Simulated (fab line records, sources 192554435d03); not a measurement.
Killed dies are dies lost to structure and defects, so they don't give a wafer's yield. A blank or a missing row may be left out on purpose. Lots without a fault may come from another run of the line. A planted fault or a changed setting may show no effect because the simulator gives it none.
A struck lot beside a sound one | flow n5_finfet | 15 steps out of a route of 1938
Sound: wafers L823.1, L823.2, L823.5. Struck: wafers L831.2, L831.3, L831.6. The cause comes at the end.
At each step with rows: each side's tool, then ch and its chambers, then its first start. Under that, the readings that differ: sound wafers | struck wafers | difference of the means | sigmas: that difference in standard deviations of wafers without a fault.
alike: readings whose means differ by less than 2 such deviations, and words and numbers that are the same on both sides. not compared: withheld readings, readings that some wafer has no value for, bounds like >300 that may hide the same value, and numbers for which the record gives no deviation and whose values overlap.
The two part at a step that has a row with sigmas, a row that says differs or no value, or rows on one side only. Numbers that don't overlap but have no deviation are shown without sigmas and don't part them. A reading that every wafer of one side lacks parts them only if that side has two wafers or more.

N5_BEOL_M0_PRE_CLEAN_131: time 15 s.
  sound on cvd_co-01 ch 0,1, day 7 22:31; struck on cvd_co-02 ch 1,2, day 9 23:05
  alike: heater_power_w
N5_BEOL_M0_CO_CAP_123: material Co, precursor CCTBA/H2, target thk 2 nm, time 102.1 s.
  sound on cvd_co-01 ch 0,1, day 7 22:34; struck on cvd_co-02 ch 1,2, day 9 23:08
  alike: heater_power_w
then, 1 step without rows for these wafers: N5_BEOL_M0_PRE_CLEAN_124 (time 15 s).
N5_BEOL_M0_DEP_125: deposits SiCN from 3MS/NH3, target thk 8 nm, time 14 s.
  sound on pecvd-01 ch 0,1,2, day 7 22:41; struck on pecvd-03 ch 0,1,2, day 9 23:15
  alike: showerhead_plenum_p_Torr, throttle_valve_pct
N5_BEOL_M0_RS_MEAS_126: measures by four-point-probe.
  sound on film_metro-01, day 7 22:44; struck on film_metro-01, day 9 23:19
  alike: M0_RS
N5_BEOL_M0_INSPECT_127: inspects for defects (darkfield).
  sound on defect_inspect-01, day 7 22:46; struck on defect_inspect-01, day 9 23:20
  alike: raw_defect_count
N5_BEOL_M1_ILD_DEP_00: deposits SiOC from DEMS/O2, target thk 79 nm, time 15.3 s.
  sound on pecvd-02 ch 1,2, day 7 22:49; struck on pecvd-02 ch 0,1,2, day 9 23:23
  alike: heater_power_w, showerhead_plenum_p_Torr, throttle_valve_pct
N5_BEOL_M1_THK_MEAS_01:
  sound on film_metro-01, day 7 22:52; struck on film_metro-01, day 9 23:26
  alike: M1_ILD_THK
then, 1 step without rows for these wafers: N5_BEOL_M1_PECVD_72 (deposits SiO2 from TEOS/O2, target thk 16 nm, time 18 s).
N5_BEOL_M1_HM_DEP_02: deposits TiN, target thk 20 nm.
  sound on pvd_sputter-02, day 8 02:17; struck on pvd_sputter-02, day 10 00:34
  alike: substrate_temp_c, throttle_valve_pct
then, 2 steps without rows for these wafers: N5_BEOL_M1_COAT_61 (time 60 s, resist thk 60 nm); N5_BEOL_M1_COAT_62 (time 60 s, resist thk 12 nm).
N5_BEOL_M1_COAT_73: time 60 s, resist thk 5 nm.
  sound on litho_track-05 ch 0, day 8 02:25; struck on litho_track-03 ch 0, day 10 00:43
  reading                     | sound                | struck               | difference | sigmas
  chill_plate_temp_C (C)      | 23.26 23.26 23.24    | 22.83 22.92 22.79    | -0.41      | -3
  dispense_pressure_kPa (kPa) | 51.5 51.5 51.5       | 48.5 48.4 48.4       | -3.1       | -2
  heater_power_total_W (W)    | 393.5 393.6 389.5    | 403.8 403.3 404.6    | +11.7      | +9
  plate_temp_C (C)            | 204.82 205.22 204.86 | 210.09 209.93 209.83 | +4.98      | +31
then, 1 step without rows for these wafers: N5_BEOL_M1_COAT_05 (resist thk 30 nm).
-- the record jumps here: 2 days lie between the struck wafers' starts before and after (it left off in module BEOL_M1 and takes up again in module BEOL_M4, whose first step shown is number 1111 of the route) --
N5_BEOL_M4_RC_MEAS_101:
  sound on prober-02 ch 0, day 10 00:59; struck on prober-02 ch 0, day 12 03:19
  alike: DIBL_N, DIBL_P, IOFF_N, IOFF_P, ION_N, ION_P, SS_N, SS_P, VT_N, VT_P

WHERE THEY PART
Only at N5_BEOL_M1_COAT_73, within this record. Later steps at which nothing parts them and some readings are alike: N5_BEOL_M4_RC_MEAS_101.

WHY: what the simulator had put in
Process parameter drift: litho_track-03, from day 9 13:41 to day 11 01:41, at N5_BEOL_M1_COAT_73. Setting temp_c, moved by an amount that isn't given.
